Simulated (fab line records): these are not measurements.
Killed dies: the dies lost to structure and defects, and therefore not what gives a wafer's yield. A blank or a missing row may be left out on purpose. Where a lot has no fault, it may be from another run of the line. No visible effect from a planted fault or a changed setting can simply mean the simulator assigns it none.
Matching of chambers || flow nand_harc || 4 sister chambers for NHARC_A_CONTACT_DESCUM_13 on rie_diel-03
The step chemistry O2, time 3 s. 4 wafers are shown with their chamber, then 11 later ones without.

## WAFERS PAIRED WITH THEIR CHAMBERS
{"wafer": "L082.1", "chamber": 1, "showerhead_plenum_p_Torr (Torr)": 2.04}
{"wafer": "L091.6", "chamber": 2, "showerhead_plenum_p_Torr (Torr)": 1.98}
{"wafer": "L095.2", "chamber": 0, "showerhead_plenum_p_Torr (Torr)": 1.79}
{"wafer": "L089.1", "chamber": 3, "showerhead_plenum_p_Torr (Torr)": 1.97}

## WAFERS MISSING THEIR CHAMBER
{"wafer": "L089.3", "showerhead_plenum_p_Torr (Torr)": 1.79}
{"wafer": "L089.6", "showerhead_plenum_p_Torr (Torr)": 1.79}
{"wafer": "L094.1", "showerhead_plenum_p_Torr (Torr)": 1.97}
{"wafer": "L094.4", "showerhead_plenum_p_Torr (Torr)": 2.03}
{"wafer": "L094.6", "showerhead_plenum_p_Torr (Torr)": 1.79}
{"wafer": "L097.1", "showerhead_plenum_p_Torr (Torr)": 1.79}
{"wafer": "L097.2", "showerhead_plenum_p_Torr (Torr)": 2.03}
{"wafer": "L097.6", "showerhead_plenum_p_Torr (Torr)": 1.97}
{"wafer": "L096.2", "showerhead_plenum_p_Torr (Torr)": 1.97}
{"wafer": "L096.3", "showerhead_plenum_p_Torr (Torr)": 1.97}
{"wafer": "L096.5", "showerhead_plenum_p_Torr (Torr)": 1.79}

## CHAMBER TAKEN BY EACH
{"wafer": "L089.3", "from the rows above": 0, "in truth": 0}
{"wafer": "L089.6", "from the rows above": 0, "in truth": 0}
{"wafer": "L094.1", "from the rows above": 3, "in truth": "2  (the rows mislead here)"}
{"wafer": "L094.4", "from the rows above": 1, "in truth": 1}
{"wafer": "L094.6", "from the rows above": 0, "in truth": 0}
{"wafer": "L097.1", "from the rows above": 0, "in truth": 0}
{"wafer": "L097.2", "from the rows above": 1, "in truth": 1}
{"wafer": "L097.6", "from the rows above": 3, "in truth": 3}
{"wafer": "L096.2", "from the rows above": 3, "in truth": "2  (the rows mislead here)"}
{"wafer": "L096.3", "from the rows above": 3, "in truth": 3}
{"wafer": "L096.5", "from the rows above": 0, "in truth": 0}
Correctly placed: 9 of 11. Left unplaced by these rows: 0. Wrongly placed: 2.
How it was worked out, from the rows above alone: a wafer's distance from a chamber is the root of the sum, over the readings, of the square of ((its reading less the chamber's mean) divided by the reading's scatter). The wafer belongs to the nearest chamber; if the next one is less than 2 further off, it can't be placed. Each chamber's mean is taken over the wafers shown for it. The scatter: with one shown wafer a chamber, the root of the mean of the squares of how far each hidden wafer lies from its nearest shown one.
